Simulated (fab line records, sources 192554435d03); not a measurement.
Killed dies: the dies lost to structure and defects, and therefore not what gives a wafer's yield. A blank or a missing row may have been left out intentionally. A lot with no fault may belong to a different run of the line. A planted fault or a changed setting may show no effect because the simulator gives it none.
Chamber matching    flow n5-finfet    N5_BEOL_M8_DESCUM_33 on rie-diel-04: 4 sister chambers
The step chemistry O2, time 7 s. 4 wafers are shown with their chamber, then 9 later ones without.

== EACH WAFER AND ITS CHAMBER ==
wafer   chamber  showerhead-plenum-p-Torr (Torr)
L082.4  2        2.03
L082.5  0        2.14
L083.2  1        2.07
L083.5  3        2.24

== WAFERS WHOSE CHAMBER IS MISSING ==
wafer   showerhead-plenum-p-Torr (Torr)
L085.2  2.23
L085.3  2.03
L085.4  2.07
L087.2  2.07
L087.4  2.14
L087.6  2.03
L090.2  2.23
L090.3  2.13
L090.4  2.23

== WHICH CHAMBER EACH ONE RAN IN ==
wafer   from the rows above  in truth
L085.2  3                    3
L085.3  2                    2
L085.4  1                    1
L087.2  1                    1
L087.4  0                    0
L087.6  2                    2
L090.2  3                    3
L090.3  0                    0
L090.4  3                    3
Correct placement for 9 of the 9. From these rows, 0 cannot be placed. Wrongly placed: 0.
How it was worked out, from the rows above alone: a wafer's distance from a chamber is the root of the sum, over the readings, of the square of ((its reading less the chamber's mean) divided by the reading's scatter). The wafer belongs to the nearest chamber; if the next one is less than 2 further off, it can't be placed. Each chamber's mean is taken over the wafers shown for it. The scatter (one wafer shown for each chamber): square how far every hidden wafer sits from the nearest shown wafer, average those squares and take the square root.
